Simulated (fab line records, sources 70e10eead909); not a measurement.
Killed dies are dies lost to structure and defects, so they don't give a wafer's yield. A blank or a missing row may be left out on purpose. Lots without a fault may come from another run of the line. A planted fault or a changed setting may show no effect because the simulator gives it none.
Chamber matching | flow nand_harc | NHARC_A_STAIRCASE_DESCUM_270 on rie_diel-11: 4 sister chambers
The step chemistry O2, time 3 s. 4 wafers are shown with their chamber, then 10 later ones without.

WAFERS WITH THEIR CHAMBER
wafer  | chamber | showerhead_plenum_p_Torr (Torr)
L082.5 | 0       | 2.00
L083.1 | 2       | 2.04
L083.2 | 3       | 1.90
L088.5 | 1       | 2.05

WAFERS WITHOUT THEIR CHAMBER
wafer  | showerhead_plenum_p_Torr (Torr)
L088.6 | 1.99
L091.1 | 1.99
L091.2 | 2.05
L091.5 | 2.03
L096.1 | 2.04
L096.4 | 1.98
L096.6 | 2.03
L097.1 | 2.04
L097.3 | 1.98
L097.5 | 1.89

WHICH CHAMBER EACH WENT THROUGH
wafer  | from the rows above          | in truth
L088.6 | 0                            | 0
L091.1 | 0                            | 0
L091.2 | can't be placed: 1 or 2      | 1
L091.5 | can't be placed: 2 or 1 or 0 | 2
L096.1 | can't be placed: 2 or 1      | 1
L096.4 | 0                            | 0
L096.6 | can't be placed: 2 or 1 or 0 | 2
L097.1 | can't be placed: 2 or 1      | 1
L097.3 | 0                            | 0
L097.5 | 3                            | 3
Placed correctly: 5 of 10. Can't be placed from these rows: 5 (the true chamber is among the candidates in 5). Placed wrongly: 0.
How it was worked out, from the rows above alone: a wafer's distance from a chamber is the root of the sum, over the readings, of the square of ((its reading less the chamber's mean) divided by the reading's scatter). The wafer belongs to the nearest chamber; if the next one is less than 2 further off, it can't be placed. A chamber's mean is the mean of its shown wafers. The scatter: with one shown wafer a chamber, the root of the mean of the squares of how far each hidden wafer lies from its nearest shown one.
